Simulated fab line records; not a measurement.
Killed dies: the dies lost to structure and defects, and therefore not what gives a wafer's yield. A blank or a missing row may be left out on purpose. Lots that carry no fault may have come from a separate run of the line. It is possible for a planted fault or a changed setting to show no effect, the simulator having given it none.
fab line records	flow nand-harc
[record] lots = 14	wafers = 42	last-day = 24
route steps=1159 shown A_SOURCE_PLATE@416 A_ONON_D1@426 END@1159
lots that met no fault: from a run of the same line without faults
start-h: start of the lot's first displayed wafer, in hours after the record's first day	wait-h: hours since the lot's step before	" as in the row above	L1.1+2: one row covering several wafers at once	- either no value or no given start	* or withheld: withheld	< > ~ a bound
route shown NAME@n: NAME is a module with steps in the file, n the number in the route of the first one	usual: mean/standard deviation taken from wafers without a fault	same: alike in all rows	chamber/n: place in a boat	sites: each site's reading	_std_site: how widely they spread, as a standard deviation	_edge_site: mean of outer sites minus mean of inner sites	radius-mm: for every site, how far away it sits from the centre of the wafer	mask NAME#n: copy n	behind: the tool/chamber that last shaped the wafer	hold: cause of the lot's hold/its duration in hours/its outcome	device: the transistor (n, p or np) that didn't switch	end of line: at the end of the route, the tests of the same wafers	for a step that has no rows: nothing shown but its recipe	killed: at the first sort, the dies lost to defects and structure; wafer yield is something else	map: a wafer's dies, marking killed ones x, the rest . and places with no die _
set.NAME: the run value of the setting; set.NAME@STEP: its run value at that earlier step	model.NAME: the simulator's own value behind a step, which no gauge read
steps of the route over a sample of lots; a table a step, a row a wafer
services: from which hour (start-h, from the record's first day; less than 0 if before it) a tool's chamber was out of use, for how many hours, and why
[[steps]]
[step NHARC_A_SOURCE_PLATE_THK_MEAS_09]
[recipe] thk-meas-gauge = ellipsometry
[usual] thk-nm = 9.6/0.99
lot.wafer	tool	chamber	start-h	wait-h	thk-nm
L567.2	film-metro-02	-	154.77	0.4	9.9
L567.5	"	-	"	"	8.0
L567.6	"	-	"	"	8.1
L566.2	film-metro-01	-	154.77	0.4	9.0
L566.3	"	-	"	"	8.6
L566.5	"	-	"	"	10.2
L568.1	film-metro-02	-	154.77	0.4	9.0
L568.2	"	-	"	"	8.9
L568.6	"	-	"	"	9.4
L569.2	film-metro-02	-	160.91	0.4	8.2
L569.3	"	-	"	"	10.3
L569.4	"	-	"	"	9.1
L570.1	film-metro-02	-	172.85	0.4	11.1
L570.2	"	-	"	"	7.2
L570.3	"	-	"	"	10.2
L572.1	film-metro-02	-	178.00	0.4	9.2
L572.2	"	-	"	"	10.0
L572.6	"	-	"	"	8.6
L574.2	film-metro-01	-	190.36	0.4	9.7
L574.3	"	-	"	"	11.4
L574.5	"	-	"	"	9.7
L575.2	film-metro-02	-	202.09	0.4	10.6
L575.3	"	-	"	"	9.1
L575.4	"	-	"	"	10.4
L576.1	film-metro-01	-	202.10	0.4	10.6
L576.2	"	-	"	"	11.1
L576.6	"	-	"	"	10.6
L578.3	film-metro-01	-	237.80	0.4	9.4
L578.5	"	-	"	"	8.0
L578.6	"	-	"	"	12.4
L583.2	film-metro-01	-	247.66	0.4	8.5
L583.5	"	-	"	"	8.5
L583.6	"	-	"	"	10.3
L587.1	film-metro-01	-	271.08	0.4	9.7
L587.2	"	-	"	"	10.4
L587.5	"	-	"	"	10.2
L589.1	film-metro-02	-	271.08	0.4	9.3
L589.2	"	-	"	"	10.2
L589.4	"	-	"	"	10.8
L588.2	film-metro-02	-	277.69	0.4	8.6
L588.3	"	-	"	"	10.6
L588.6	"	-	"	"	10.6
[step NHARC_A_SOURCE_PLATE_INSPECT_08]
[usual] raw-defect-count = 66/25
lot.wafer	tool	chamber	start-h	wait-h	raw-defect-count
L567.2	defect-inspect-02	-	172.00	0.0	98
L567.5	"	-	"	"	53
L567.6	"	-	"	"	60
L566.2	defect-inspect-01	-	172.00	0.0	77
L566.3	"	-	"	"	61
L566.5	"	-	"	"	74
L568.1	defect-inspect-01	-	172.00	0.0	40
L568.2	"	-	"	"	80
L568.6	"	-	"	"	59
L569.2	defect-inspect-02	-	172.00	0.0	61
L569.3	"	-	"	"	78
L569.4	"	-	"	"	57
L570.1	defect-inspect-01	-	185.93	0.0	65
L570.2	"	-	"	"	37
L570.3	"	-	"	"	61
L572.1	defect-inspect-02	-	193.55	0.0	43
L572.2	"	-	"	"	52
L572.6	"	-	"	"	43
L574.2	defect-inspect-01	-	205.56	0.0	77
L574.3	"	-	"	"	62
L574.5	"	-	"	"	31
L576.1	defect-inspect-02	-	215.27	0.0	62
L576.2	"	-	"	"	77
L576.6	"	-	"	"	83
L575.2	defect-inspect-01	-	215.27	0.0	87
L575.3	"	-	"	"	64
L575.4	"	-	"	"	43
L578.3	defect-inspect-02	-	250.72	0.0	105
L578.5	"	-	"	"	136
L578.6	"	-	"	"	99
L583.2	defect-inspect-02	-	260.78	0.0	100
L583.5	"	-	"	"	45
L583.6	"	-	"	"	76
L587.1	defect-inspect-02	-	285.79	0.0	30
L587.2	"	-	"	"	28
L587.5	"	-	"	"	34
L589.1	defect-inspect-02	-	285.79	0.0	62
L589.2	"	-	"	"	50
L589.4	"	-	"	"	80
L588.2	defect-inspect-02	-	291.51	0.0	92
L588.3	"	-	"	"	59
L588.6	"	-	"	"	71
[step NHARC_A_ONON_D1_DEP_03]
[recipe] target-thk-a = 10000	n2-flow-sccm = 2750	n2o-flow-sccm = 2000	nh3-flow-sccm = 500	sih4-flow-sccm = 210	temp-c = 400
[usual] susceptor-temp-C = 400.02/0.22
lot.wafer	tool	chamber	start-h	wait-h	susceptor-temp-C
L566.2	pecvd-onon-02	0	172.69	0.1	399.82
L566.3	"	0	"	"	399.98
L566.5	"	0	"	"	400.06
L567.2	pecvd-onon-03	0	172.69	0.1	399.79
L567.5	"	0	"	"	399.92
L567.6	"	0	"	"	399.70
L569.2	pecvd-onon-01	0	172.82	0.2	399.90
L569.3	"	0	"	"	400.07
L569.4	"	0	"	"	400.38
L568.1	pecvd-onon-03	0	172.98	0.1	400.20
L568.2	"	0	"	"	400.02
L568.6	"	0	"	"	399.96
L570.1	pecvd-onon-02	0	186.57	0.1	400.52
L570.2	"	0	"	"	400.06
L570.3	"	0	"	"	400.12
L572.1	pecvd-onon-03	0	194.19	0.1	400.19
L572.2	"	0	"	"	400.36
L572.6	"	0	"	"	399.92
L574.2	pecvd-onon-02	0	206.25	0.1	400.13
L574.3	"	0	"	"	399.81
L574.5	"	0	"	"	399.53
L576.1	pecvd-onon-03	0	215.90	0.1	399.98
L576.2	"	0	"	"	400.08
L576.6	"	0	"	"	400.04
L575.2	pecvd-onon-02	0	215.96	0.1	400.05
L575.3	"	0	"	"	399.71
L575.4	"	0	"	"	400.11
L578.3	pecvd-onon-03	0	251.60	0.3	400.04
L578.5	"	0	"	"	399.89
L578.6	"	0	"	"	399.90
L583.2	pecvd-onon-03	0	261.47	0.1	400.05
L583.5	"	0	"	"	400.30
L583.6	"	0	"	"	400.06
L589.1	pecvd-onon-02	0	286.42	0.1	400.10
L589.2	"	0	"	"	399.70
L589.4	"	0	"	"	399.70
L587.1	pecvd-onon-01	0	286.42	0.1	400.01
L587.2	"	0	"	"	400.08
L587.5	"	0	"	"	400.05
L588.2	pecvd-onon-01	0	292.20	0.1	400.07
L588.3	"	0	"	"	400.04
L588.6	"	0	"	"	400.15
[step NHARC_A_ONON_D1_THK_MEAS_05]
[recipe] thk-meas-gauge = ellipsometry
[usual] thk-nm = 998/9.5
lot.wafer	tool	chamber	start-h	wait-h	thk-nm
L567.2	film-metro-02	-	173.13	-	1009
L567.5	"	-	"	"	1007
L567.6	"	-	"	"	1008
L566.2	film-metro-01	-	173.15	-	988
L566.3	"	-	"	"	989
L566.5	"	-	"	"	986
L569.2	film-metro-01	-	173.28	-	997
L569.3	"	-	"	"	997
L569.4	"	-	"	"	998
L568.1	film-metro-01	-	173.50	-	985
L568.2	"	-	"	"	983
L568.6	"	-	"	"	984
L570.1	film-metro-01	-	187.08	-	993
L570.2	"	-	"	"	992
L570.3	"	-	"	"	992
L572.1	film-metro-01	-	194.70	-	996
L572.2	"	-	"	"	997
L572.6	"	-	"	"	997
L574.2	film-metro-02	-	206.70	-	998
L574.3	"	-	"	"	998
L574.5	"	-	"	"	998
L575.2	film-metro-01	-	216.41	-	1001
L575.3	"	-	"	"	1000
L575.4	"	-	"	"	999
L576.1	film-metro-02	-	216.41	-	1000
L576.2	"	-	"	"	1002
L576.6	"	-	"	"	1001
L578.3	film-metro-02	-	252.00	-	1224
L578.5	"	-	"	"	1224
L578.6	"	-	"	"	1225
L583.2	film-metro-01	-	261.92	-	1245
L583.5	"	-	"	"	1245
L583.6	"	-	"	"	1244
L587.1	film-metro-01	-	286.93	-	1000
L587.2	"	-	"	"	1000
L587.5	"	-	"	"	999
L589.1	film-metro-02	-	286.95	-	986
L589.2	"	-	"	"	987
L589.4	"	-	"	"	985
L588.2	film-metro-02	-	292.65	-	994
L588.3	"	-	"	"	994
L588.6	"	-	"	"	992
[step NHARC_END_SORT_01]
[recipe] temp-c = 25
[usual] killed-at-array = 29/12	killed-at-other = 0.7/1	killed-at-periphery = 4/3.2	killed-dies = 34/12	killed-open = 3.4/2	killed-short = 1.8/1.3
[same] gross-dies = 677
lot.wafer	tool	chamber	start-h	wait-h	killed-at-array	killed-at-other	killed-at-periphery	killed-dies	killed-open	killed-short
L569.2	prober-01	0	456.41	2.8	21	1	12	34	6	3
L569.3	prober-01	0	457.21	3.1	18	0	10	28	1	2
L569.4	prober-01	0	458.01	3.4	20	0	14	34	3	0
L567.2	prober-02	0	461.71	2.8	23	1	4	28	5	1
L567.5	prober-02	0	464.11	3.7	21	0	4	25	3	0
L567.6	prober-02	0	464.91	4.0	27	0	3	30	3	1
L566.2	prober-01	0	464.18	2.8	8	0	6	14	1	0
L566.3	prober-01	0	464.98	3.1	10	0	4	14	0	2
L566.5	prober-01	0	466.57	3.7	13	0	6	19	5	3
L568.1	prober-02	0	468.67	2.5	19	0	0	19	3	1
L568.2	prober-02	0	469.46	2.8	20	0	2	22	2	0
L568.6	prober-02	0	472.61	3.9	20	0	3	23	2	0
L570.1	prober-01	0	473.60	2.5	26	2	5	33	5	1
L570.2	prober-01	0	474.40	2.8	33	3	7	43	5	1
L570.3	prober-01	0	475.20	3.1	28	1	3	32	4	1
L572.1	prober-02	0	480.35	2.5	32	0	3	35	2	2
L572.2	prober-02	0	481.13	2.8	35	0	5	40	5	2
L572.6	prober-02	0	484.26	3.9	26	0	6	32	4	2
L575.2	prober-02	0	490.36	2.8	30	0	2	32	0	1
L575.3	prober-02	0	491.17	3.1	24	0	0	24	2	1
L575.4	prober-02	0	491.98	3.4	27	0	1	28	2	1
L576.1	prober-01	0	497.28	2.5	36	0	3	39	1	2
L576.2	prober-01	0	498.07	2.8	34	0	3	37	3	1
L576.6	prober-01	0	501.26	4.0	35	0	2	37	2	2
L574.2	prober-02	0	498.22	2.8	22	0	5	27	3	4
L574.3	prober-02	0	499.02	3.1	20	0	3	23	0	2
L574.5	prober-02	0	500.61	3.7	16	0	6	22	1	1
L578.3	prober-01	0	531.71	3.1	674	0	3	677	2	0
L578.5	prober-01	0	533.32	3.7	676	1	0	677	1	2
L578.6	prober-01	0	534.12	4.0	676	0	1	677	2	2
L583.2	prober-01	0	545.33	2.8	671	0	6	677	5	1
L583.5	prober-01	0	547.71	3.7	669	0	8	677	1	1
L583.6	prober-01	0	548.51	4.0	671	0	6	677	1	2
L588.2	prober-01	0	575.88	2.8	32	1	1	34	2	3
L588.3	prober-01	0	576.67	3.1	51	1	1	53	5	1
L588.6	prober-01	0	579.03	3.9	36	0	2	38	2	0
L589.1	prober-02	0	581.74	2.5	43	2	1	46	7	3
L589.2	prober-02	0	582.54	2.8	39	0	1	40	4	1
L589.4	prober-02	0	584.14	3.4	33	1	1	35	2	1
L587.1	prober-01	0	582.79	2.5	26	1	4	31	4	0
L587.2	prober-01	0	583.59	2.8	25	2	0	27	4	1
L587.5	prober-01	0	585.99	3.7	25	0	4	29	4	4
// killed by level:class
L569.2 A_SLIT:chamber-film-flake=12 P_GATE:chamber-film-flake=3 A_CHANNEL_FILL_D1:geometric-particle:open=2 A_CONTACT:geometric-particle:open=2 P_ZERO_WELL:chamber-film-flake=2 P_STI:chamber-film-flake=2 P_M1:chamber-film-flake=2 P_BONDPAD:chamber-film-flake=2
L569.3 A_SLIT:chamber-film-flake=15 P_BONDPAD:chamber-film-flake=4 P_ZERO_WELL:chamber-film-flake=2 P_GATE:chamber-film-flake=2 P_M0:geometric-particle:open=1 P_M1:geometric-particle:short=1 A_WL_FILL:geometric-particle:short=1 A_STAIRCASE:chamber-film-flake=1
L569.4 A_SLIT:chamber-film-flake=8 A_CHANNEL_HOLE_D1:chamber-film-flake=5 P_STI:chamber-film-flake=4 P_M1:chamber-film-flake=3 P_BONDPAD:chamber-film-flake=3 P_GATE:chamber-film-flake=2 A_ZERO_WELL:chamber-film-flake=2 A_STAIRCASE:chamber-film-flake=2
L567.2 A_SLIT:chamber-film-flake=13 A_CHANNEL_HOLE_D1:chamber-film-flake=7 P_GATE:geometric-particle:open=1 P_CONTACT:geometric-particle:open=1 P_M0:geometric-particle:open=1 A_SGD_CUT:geometric-particle:open=1 A_CONTACT:geometric-particle:open=1 P_BONDPAD:chamber-film-flake=1
L567.5 A_CHANNEL_HOLE_D1:chamber-film-flake=10 A_SLIT:chamber-film-flake=8 P_ZERO_WELL:chamber-film-flake=3 P_STI:geometric-particle:open=1 A_BLC:geometric-particle:open=1 A_M0:geometric-particle:open=1 A_STAIRCASE:chamber-film-flake=1
L566.2 A_WL_FILL:chamber-film-flake=3 P_ZERO_WELL:chamber-film-flake=2 P_STI:chamber-film-flake=2 P_GATE:geometric-particle:open=1 P_GATE:chamber-film-flake=1 A_ZERO_WELL:chamber-film-flake=1 A_CHANNEL_FILL_D1:chamber-film-flake=1 A_STAIRCASE:chamber-film-flake=1
L567.6 A_SLIT:chamber-film-flake=12 A_CHANNEL_HOLE_D1:chamber-film-flake=10 P_ZERO_WELL:chamber-film-flake=2 P_M1:geometric-particle:open=1 A_SGD_CUT:geometric-particle:short=1 A_CONTACT:geometric-particle:open=1 A_M0:geometric-particle:open=1 A_CHANNEL_FILL_D1:chamber-film-flake=1
L566.3 A_M1:chamber-film-flake=3 P_ZERO_WELL:chamber-film-flake=2 A_SGD_CUT:chamber-film-flake=2 A_WL_FILL:chamber-film-flake=2 P_STI:geometric-particle:short=1 A_CONTACT:geometric-particle:short=1 P_STI:chamber-film-flake=1 A_CHANNEL_HOLE_D1:chamber-film-flake=1
L566.5 A_CHANNEL_FILL_D1:geometric-particle:short=2 A_CONTACT:geometric-particle:open=2 P_STI:chamber-film-flake=2 A_CHANNEL_HOLE_D1:chamber-film-flake=2 A_M1:chamber-film-flake=2 P_GATE:geometric-particle:short=1 P_M0:geometric-particle:open=1 A_CHANNEL_HOLE_D1:geometric-particle:open=1
L568.1 A_CHANNEL_HOLE_D1:chamber-film-flake=6 A_CONTACT:chamber-film-flake=4 A_M0:chamber-film-flake=4 A_ONON_D1:geometric-particle:open=1 A_CHANNEL_HOLE_D1:geometric-particle:short=1 A_WL_FILL:geometric-particle:open=1 A_BLC:geometric-particle:open=1 A_STAIRCASE:chamber-film-flake=1
L568.2 A_CHANNEL_HOLE_D1:chamber-film-flake=12 A_STAIRCASE:chamber-film-flake=4 A_CONTACT:chamber-film-flake=2 P_GATE:geometric-particle:open=1 A_SGD_CUT:geometric-particle:open=1 P_ZERO_WELL:chamber-film-flake=1 A_SLIT:chamber-film-flake=1
L568.6 A_CHANNEL_HOLE_D1:chamber-film-flake=14 A_STAIRCASE:chamber-film-flake=2 P_M0:geometric-particle:open=1 A_BLC:geometric-particle:open=1 P_ZERO_WELL:chamber-film-flake=1 P_GATE:chamber-film-flake=1 A_ZERO_WELL:chamber-film-flake=1 A_SLIT:chamber-film-flake=1
L570.1 A_CHANNEL_HOLE_D1:chamber-film-flake=10 A_SLIT:chamber-film-flake=9 P_STI:chamber-film-flake=3 A_STAIRCASE:chamber-film-flake=2 THIN_TSV:chamber-film-flake=2 P_CONTACT:geometric-particle:open=1 P_M0:geometric-particle:open=1 A_CHANNEL_FILL_D1:geometric-particle:short=1
L570.2 A_SLIT:chamber-film-flake=16 A_CHANNEL_HOLE_D1:chamber-film-flake=7 P_STI:chamber-film-flake=3 THIN_TSV:chamber-film-flake=3 A_BLC:geometric-particle:open=2 P_ZERO_WELL:chamber-film-flake=2 A_STAIRCASE:chamber-film-flake=2 A_CONTACT:chamber-film-flake=2
L570.3 A_SLIT:chamber-film-flake=13 A_CHANNEL_HOLE_D1:chamber-film-flake=9 A_M0:geometric-particle:open=2 P_STI:geometric-particle:short=1 P_CONTACT:geometric-particle:open=1 A_BLC:geometric-particle:open=1 P_STI:chamber-film-flake=1 A_STAIRCASE:chamber-film-flake=1
L572.1 A_SLIT:chamber-film-flake=19 A_CHANNEL_HOLE_D1:chamber-film-flake=3 A_CONTACT:chamber-film-flake=3 A_CONTACT:geometric-particle:open=2 P_STI:chamber-film-flake=2 A_STAIRCASE:chamber-film-flake=2 A_BONDPAD:chamber-film-flake=2 P_CONTACT:geometric-particle:short=1
L572.2 A_SLIT:chamber-film-flake=18 A_CHANNEL_HOLE_D1:chamber-film-flake=5 P_STI:chamber-film-flake=3 A_CONTACT:geometric-particle:open=2 A_BONDPAD:chamber-film-flake=2 A_ONON_D1:geometric-particle:short=1 A_CHANNEL_HOLE_D1:geometric-particle:open=1 A_CHANNEL_FILL_D1:geometric-particle:short=1
L572.6 A_SLIT:chamber-film-flake=15 A_CHANNEL_HOLE_D1:chamber-film-flake=3 P_STI:chamber-film-flake=2 P_GATE:chamber-film-flake=2 A_BONDPAD:chamber-film-flake=2 P_GATE:geometric-particle:open=1 P_M1:geometric-particle:open=1 A_CHANNEL_HOLE_D1:geometric-particle:short=1
L575.2 A_SLIT:chamber-film-flake=17 A_CHANNEL_HOLE_D1:chamber-film-flake=5 A_CONTACT:chamber-film-flake=3 P_BONDPAD:chamber-film-flake=2 A_CHANNEL_FILL_D1:chamber-film-flake=2 A_STAIRCASE:chamber-film-flake=2 A_WL_FILL:geometric-particle:short=1
L575.3 A_SLIT:chamber-film-flake=13 A_CHANNEL_HOLE_D1:chamber-film-flake=3 A_CHANNEL_FILL_D1:chamber-film-flake=2 A_CONTACT:chamber-film-flake=2 A_SGD_CUT:geometric-particle:open=1 A_CONTACT:geometric-particle:open=1 A_M1:geometric-particle:short=1 A_STAIRCASE:chamber-film-flake=1
L575.4 A_SLIT:chamber-film-flake=16 A_CHANNEL_HOLE_D1:chamber-film-flake=4 A_STAIRCASE:chamber-film-flake=3 A_CONTACT:chamber-film-flake=2 P_M1:geometric-particle:open=1 A_WL_FILL:geometric-particle:short=1 A_WL_FILL:geometric-particle:open=1
L576.1 A_CHANNEL_HOLE_D1:chamber-film-flake=16 A_SLIT:chamber-film-flake=14 A_STAIRCASE:chamber-film-flake=3 A_CONTACT:chamber-film-flake=2 P_CONTACT:geometric-particle:open=1 P_CONTACT:geometric-particle:short=1 A_CHANNEL_FILL_D1:geometric-particle:short=1 P_GATE:chamber-film-flake=1
L576.2 A_SLIT:chamber-film-flake=16 A_CHANNEL_HOLE_D1:chamber-film-flake=8 A_CONTACT:chamber-film-flake=4 P_GATE:chamber-film-flake=2 A_STAIRCASE:chamber-film-flake=2 P_M2:geometric-particle:open=1 A_CHANNEL_HOLE_D1:geometric-particle:open=1 A_CONTACT:geometric-particle:short=1
L574.2 A_CHANNEL_HOLE_D1:chamber-film-flake=9 P_ZERO_WELL:chamber-film-flake=3 A_STAIRCASE:chamber-film-flake=3 A_CHANNEL_FILL_D1:chamber-film-flake=2 A_WL_FILL:chamber-film-flake=2 P_GATE:geometric-particle:short=1 P_M0:geometric-particle:open=1 A_CHANNEL_FILL_D1:geometric-particle:short=1
L574.3 A_CHANNEL_HOLE_D1:chamber-film-flake=16 A_STAIRCASE:chamber-film-flake=2 A_ONON_D1:geometric-particle:short=1 A_M0:geometric-particle:short=1 P_ZERO_WELL:chamber-film-flake=1 P_STI:chamber-film-flake=1 P_GATE:chamber-film-flake=1
L574.5 A_CHANNEL_HOLE_D1:chamber-film-flake=13 P_GATE:chamber-film-flake=3 P_ZERO_WELL:chamber-film-flake=2 P_M1:geometric-particle:short=1 A_CONTACT:geometric-particle:open=1 A_WL_FILL:chamber-film-flake=1 A_CONTACT:chamber-film-flake=1
L576.6 A_SLIT:chamber-film-flake=12 A_CHANNEL_HOLE_D1:chamber-film-flake=10 A_STAIRCASE:chamber-film-flake=3 A_WL_FILL:chamber-film-flake=3 A_CONTACT:chamber-film-flake=3 P_CONTACT:geometric-particle:short=1 A_SGD_CUT:geometric-particle:short=1 A_WL_FILL:geometric-particle:open=1
L578.3 A_ONON_D1:area-dep=655 A_STAIRCASE:chamber-film-flake=8 A_CHANNEL_HOLE_D1:chamber-film-flake=6 A_CONTACT:chamber-film-flake=4 P_ZERO_WELL:geometric-particle:open=1 A_WL_FILL:geometric-particle:open=1 P_CONTACT:chamber-film-flake=1 P_M2:chamber-film-flake=1
L578.5 A_ONON_D1:area-dep=654 A_STAIRCASE:chamber-film-flake=10 A_CHANNEL_HOLE_D1:chamber-film-flake=7 A_CONTACT:chamber-film-flake=3 A_M0:geometric-particle:short=1 A_M0:geometric-particle:open=1 STARTING-WAFER:geometric-particle:short=1
L578.6 A_ONON_D1:area-dep=662 A_CHANNEL_HOLE_D1:chamber-film-flake=4 A_STAIRCASE:chamber-film-flake=4 A_CONTACT:geometric-particle:open=2 A_CONTACT:chamber-film-flake=2 P_GATE:geometric-particle:short=1 A_BLC:geometric-particle:short=1 A_SLIT:chamber-film-flake=1
L583.2 A_ONON_D1:area-dep=625 A_SLIT:chamber-film-flake=17 A_CHANNEL_HOLE_D1:chamber-film-flake=14 A_CONTACT:chamber-film-flake=4 P_M1:chamber-film-flake=3 A_STAIRCASE:chamber-film-flake=3 P_CONTACT:chamber-film-flake=2 A_WL_FILL:chamber-film-flake=2
L583.5 A_ONON_D1:area-dep=641 A_SLIT:chamber-film-flake=14 A_CHANNEL_HOLE_D1:chamber-film-flake=10 P_GATE:chamber-film-flake=3 A_CONTACT:chamber-film-flake=3 P_M1:chamber-film-flake=2 P_M1:geometric-particle:open=1 P_M1:geometric-particle:short=1
L583.6 A_ONON_D1:area-dep=632 A_CHANNEL_HOLE_D1:chamber-film-flake=15 A_SLIT:chamber-film-flake=14 A_CONTACT:chamber-film-flake=6 P_STI:chamber-film-flake=2 P_M1:chamber-film-flake=2 A_STAIRCASE:chamber-film-flake=2 P_CONTACT:geometric-particle:open=1
L588.2 A_SLIT:chamber-film-flake=12 A_CHANNEL_HOLE_D1:chamber-film-flake=7 A_CONTACT:chamber-film-flake=5 A_M1:chamber-film-flake=3 P_GATE:geometric-particle:short=1 A_ONON_D1:geometric-particle:short=1 A_CHANNEL_HOLE_D1:geometric-particle:short=1 A_SGD_CUT:geometric-particle:open=1
L588.3 A_SLIT:chamber-film-flake=27 A_CHANNEL_HOLE_D1:chamber-film-flake=11 A_CONTACT:chamber-film-flake=3 A_BLC:geometric-particle:open=2 A_ZERO_WELL:chamber-film-flake=2 P_CONTACT:geometric-particle:open=1 A_WL_FILL:geometric-particle:short=1 A_CONTACT:geometric-particle:open=1
L588.6 A_SLIT:chamber-film-flake=14 A_CHANNEL_HOLE_D1:chamber-film-flake=12 A_CONTACT:chamber-film-flake=5 A_M0:geometric-particle:open=2 A_M1:chamber-film-flake=2 P_ZERO_WELL:chamber-film-flake=1 P_M0:chamber-film-flake=1 A_STAIRCASE:chamber-film-flake=1
L589.1 A_SLIT:chamber-film-flake=13 A_CHANNEL_HOLE_D1:chamber-film-flake=6 A_STAIRCASE:chamber-film-flake=6 A_M1:chamber-film-flake=4 A_BLC:geometric-particle:open=2 A_M0:geometric-particle:short=2 A_M0:geometric-particle:open=2 A_CHANNEL_FILL_D1:chamber-film-flake=2
L589.2 A_SLIT:chamber-film-flake=14 A_CHANNEL_HOLE_D1:chamber-film-flake=6 A_STAIRCASE:chamber-film-flake=6 A_WL_FILL:chamber-film-flake=3 A_M1:chamber-film-flake=3 A_ONON_D1:geometric-particle:open=1 A_WL_FILL:geometric-particle:open=1 A_WL_FILL:geometric-particle:short=1
L587.1 A_CHANNEL_HOLE_D1:chamber-film-flake=14 A_CONTACT:chamber-film-flake=7 P_CONTACT:geometric-particle:open=1 P_M0:geometric-particle:open=1 P_STI:chamber-film-flake=1 A_SGD_CUT:geometric-particle:open=1 A_M0:geometric-particle:open=1 P_GATE:chamber-film-flake=1
L587.2 A_CHANNEL_HOLE_D1:chamber-film-flake=12 A_CONTACT:chamber-film-flake=8 A_CHANNEL_HOLE_D1:geometric-particle:short=1 A_STAIRCASE:geometric-particle:open=1 A_WL_FILL:geometric-particle:open=1 A_BLC:geometric-particle:open=1 STARTING-WAFER:geometric-particle:open=1 A_WL_FILL:chamber-film-flake=1
L589.4 A_SLIT:chamber-film-flake=16 A_CHANNEL_HOLE_D1:chamber-film-flake=9 A_CONTACT:geometric-particle:open=2 A_M1:chamber-film-flake=2 P_CONTACT:geometric-particle:short=1 A_CONTACT:chamber-film-flake=1 A_CHANNEL_FILL_D1:chamber-film-flake=1 A_STAIRCASE:chamber-film-flake=1
L587.5 A_CHANNEL_HOLE_D1:chamber-film-flake=8 A_CONTACT:chamber-film-flake=8 A_ONON_D1:geometric-particle:open=2 A_M0:geometric-particle:short=2 A_STAIRCASE:chamber-film-flake=2 A_CHANNEL_FILL_D1:chamber-film-flake=2 P_CONTACT:geometric-particle:short=1 P_CONTACT:geometric-particle:open=1
[[services]]
tool	chamber	start-h	hours	kind
pecvd-onon-03	-	153.17	13.0	pm
pecvd-onon-01	-	195.10	13.0	pm
pecvd-onon-02	-	292.02	13.0	pm
[[key]]
[first-sign] step = NHARC_A_ONON_D1_THK_MEAS_05	reading = thk-nm	direction = up	sigmas = 25	usual = 998	struck = 1234
[effect] step = NHARC_END_SORT_01	reading = killed-dies	direction = up	sigmas = 55	usual = 34	struck = 677
[more-kills-born-at] NHARC_A_ONON_D1_DEP_03@pecvd-onon-03 = 3869
met-at NHARC_A_ONON_D1_DEP_03
struck-lots L578,L583
later-rows-left-out L578.3,L578.5,L578.6,L583.2,L583.5,L583.6
tester-left-out L578,L583
not-acting-at NHARC_A_SOURCE_PLATE_THK_MEAS_09,NHARC_A_SOURCE_PLATE_INSPECT_08
onset-between 215.90 251.60
[fault] kind = process-parameter-drift	tool = pecvd-onon-03	chamber = -	onset-h = 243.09	steps = NHARC_A_ONON_D1_DEP_03	channel = target-thk-a	offset = *	shape = step	end-h = 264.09	acts-in = *	stated = *
// tester-left-out: of these lots the tester's yield and bins aren't shown, on N5 and GAA mostly nor the transistor test; their killed dies are dies lost to structure and defects alone, not to doping, threshold or leakage, so they don't give the yield
// later-rows-left-out: the simulator's readings of these wafers behind a module that went badly wrong aren't trusted and aren't shown, but for the sort
